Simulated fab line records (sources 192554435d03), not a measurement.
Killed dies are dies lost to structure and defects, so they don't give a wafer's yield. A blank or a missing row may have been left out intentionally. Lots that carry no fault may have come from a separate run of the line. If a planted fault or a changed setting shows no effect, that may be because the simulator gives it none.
Matching of chambers | flow n5-finfet | N5_FIN_SAQP_HM_OPEN_73 on rie-diel-03 has 4 sister chambers
The step chemistry CHF3/O2, target SiO2, stops on a-Si, target depth 12 nm, time 16.8 s. 16 wafers are shown with their chamber, then 8 later ones without.

WAFERS WITH THEIR CHAMBER
wafer  | chamber | showerhead-plenum-p-Torr (Torr) | drypump-motor-current-A (A) | throttle-valve-pct (%)
L076.3 | 2       | 2.30                            | 4.96                        | 19.22
L076.4 | 0       | 2.48                            | 5.83                        | 18.54
L076.5 | 2       | 2.30                            | 4.96                        | 19.22
L078.3 | 0       | 2.48                            | 5.82                        | 18.54
L078.4 | 3       | 2.44                            | 5.42                        | 18.60
L078.6 | 2       | 2.30                            | 4.90                        | 19.24
L087.2 | 1       | 2.50                            | 5.84                        | 19.09
L087.3 | 0       | 2.47                            | 5.83                        | 18.58
L087.4 | 1       | 2.50                            | 5.84                        | 19.09
L088.1 | 0       | 2.47                            | 5.82                        | 18.59
L088.3 | 3       | 2.44                            | 5.43                        | 18.65
L088.5 | 3       | 2.44                            | 5.44                        | 18.65
L090.1 | 3       | 2.43                            | 5.43                        | 18.65
L090.2 | 1       | 2.50                            | 5.85                        | 19.12
L090.4 | 0       | 2.47                            | 5.85                        | 18.59
L091.2 | 0       | 2.47                            | 5.84                        | 18.58

SIGNATURES (averages over the wafers above)
reading                  | chamber 0 | chamber 1 | chamber 2 | chamber 3 | scatter within a chamber
showerhead-plenum-p-Torr | 2.4733    | 2.5000    | 2.3000    | 2.4375    | 0.00417
drypump-motor-current-A  | 5.8317    | 5.8433    | 4.9400    | 5.4300    | 0.0167
throttle-valve-pct       | 18.5700   | 19.1000   | 19.2267   | 18.6375   | 0.0215
Rule: a wafer lies at a distance from a chamber equal to the root of the sum of squares, over the readings, of (its reading less the chamber's mean, divided by the reading's scatter). The wafer belongs to the nearest chamber; if the next one is less than 2 further off, it can't be placed. The scatter: take each reading less its chamber's mean, square it, sum over the shown wafers, divide by the number of wafers less the number of chambers, and take the root.

WAFERS MISSING THEIR CHAMBER
wafer  | showerhead-plenum-p-Torr (Torr) | drypump-motor-current-A (A) | throttle-valve-pct (%)
L091.4 | 2.43                            | 5.43                        | 18.65
L091.5 | 2.50                            | 5.84                        | 19.14
L092.1 | 2.50                            | 5.84                        | 19.13
L092.2 | 2.43                            | 5.42                        | 18.65
L092.3 | 2.58                            | 4.94                        | 18.84
L097.2 | 2.47                            | 5.83                        | 18.23
L097.4 | 2.50                            | 5.84                        | 19.14
L097.6 | 2.43                            | 5.43                        | 18.68

WHICH CHAMBER EACH ONE RAN IN
wafer  | from the rows above | in truth
L091.4 | 3                   | 3
L091.5 | 1                   | 1
L092.1 | 1                   | 1
L092.2 | 3                   | 3
L092.3 | 3                   | 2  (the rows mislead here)
L097.2 | 0                   | 0
L097.4 | 1                   | 1
L097.6 | 3                   | 3
Correctly placed: 7 of 8. Not placeable from these rows: 0. Number placed wrongly: 1.
